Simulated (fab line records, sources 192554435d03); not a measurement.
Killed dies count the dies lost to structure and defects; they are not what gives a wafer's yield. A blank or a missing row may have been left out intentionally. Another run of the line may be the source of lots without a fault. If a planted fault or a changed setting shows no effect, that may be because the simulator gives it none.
A lot that was struck, set against a sound lot :: flow n5 finfet :: 15 out of 1938 route steps
Sound: the wafers L366.1, L366.2, L366.3. Struck: wafers L373.1, L373.4. (L373.5 of the same lot was not struck and is left out.) The cause comes at the end.
Per side, at each step with rows, come the tool, then ch with its chambers, and then its first start. Under that, the readings that differ: sound wafers :: struck wafers :: difference of the means :: sigmas: that difference in standard deviations of wafers without a fault.
alike: readings with means less than 2 such deviations apart, plus words and numbers identical on both sides. not compared: withheld readings, readings lacking a value on some wafer, bounds such as >300 that could conceal the same value, and numbers that have no deviation in the record and whose values overlap.
The two part at a step that has a row with sigmas, a row that says differs or no value, or rows on one side only. When numbers do not overlap yet have no deviation, they are printed without sigmas and do not part them. A reading that every wafer of one side lacks parts them only if that side has two wafers or more.

N5_START_INSPECT_01: inspects for defects (unpatterned scan).
  struck on defect inspect-01, day 3 06:02; sound on defect inspect-01, day 1 12:02
  alike: raw defect count
then, 2 steps without rows for these wafers: N5_ZERO_LAYER_PRECLEAN_00 (cleans in SPM, time 600 s); N5_ZERO_LAYER_SRD_01 (time 30 s, dry time 30 s).
N5_ZERO_LAYER_PECVD_02: deposits SiO2 from SiH4/N2O, target thk 10 nm, time 6 s.
  sound on pecvd-01 ch 0,1,2, day 1 12:17; struck on pecvd-02 ch 0,2, day 3 06:17
  alike: heater power w, showerhead plenum p Torr
then, 4 steps without rows for these wafers: N5_ZERO_LAYER_HMDS_04 (time 60 s); N5_ZERO_LAYER_COAT_05 (resist thk 1000 nm); N5_ZERO_LAYER_EBR_07; N5_ZERO_LAYER_SOFTBAKE_06 (time 90 s).
N5_ZERO_LAYER_EXPOSE_08: exposes mask ZERO, defocus 0 nm, target cd 2000 nm.
  sound on krf scanner-02 ch 0, day 1 12:28; struck on krf scanner-02 ch 0, day 3 06:35
  alike: mask
then, 3 steps without rows for these wafers: N5_ZERO_LAYER_PEB_09; N5_ZERO_LAYER_DEVELOP_10 (develop time 60 s); N5_ZERO_LAYER_HARDBAKE_23 (time 120 s).
N5_ZERO_LAYER_CD_MEAS_11: the cd target is 2000 nm.
  sound on cd sem-02 ch 0, day 1 12:38; struck on cd sem-02 ch 0, day 3 06:46
reading: cd nm (nm)
sound: 2003.8 2000.1 2004.4
struck: 2005.3 2006.8
difference: +3.3
sigmas: +2
N5_ZERO_LAYER_DESCUM_16: chemistry O2, time 7.9 s.
  sound on rie diel-06 ch 1,2,3, day 1 12:41; struck on rie diel-06 ch 2, day 3 06:48
  alike: drypump motor current A, oes product au, rf vpp V, showerhead plenum p Torr, throttle valve pct
  not compared: rf hours counter h
-- record jumps: 7 days separate the struck wafers' starts on either side; left off in module ZERO_LAYER, taken up again in module BEOL_M4, whose first shown step is the route's number 1111 --
N5_BEOL_M4_RC_MEAS_101:
  sound on prober-02 ch 0, day 8 08:07; struck on prober-01 ch 0, day 9 21:21
  alike: DIBL_N, DIBL_P, IOFF_N, IOFF_P, ION_N, ION_P, SS_N, SS_P, VT_N, VT_P

WHERE THEY PART
At N5_ZERO_LAYER_CD_MEAS_11 and nowhere else, as far as this record goes. Later steps at which nothing parts them and some readings are alike: N5_ZERO_LAYER_DESCUM_16, N5_BEOL_M4_RC_MEAS_101.

WHY: the cause the simulator had injected
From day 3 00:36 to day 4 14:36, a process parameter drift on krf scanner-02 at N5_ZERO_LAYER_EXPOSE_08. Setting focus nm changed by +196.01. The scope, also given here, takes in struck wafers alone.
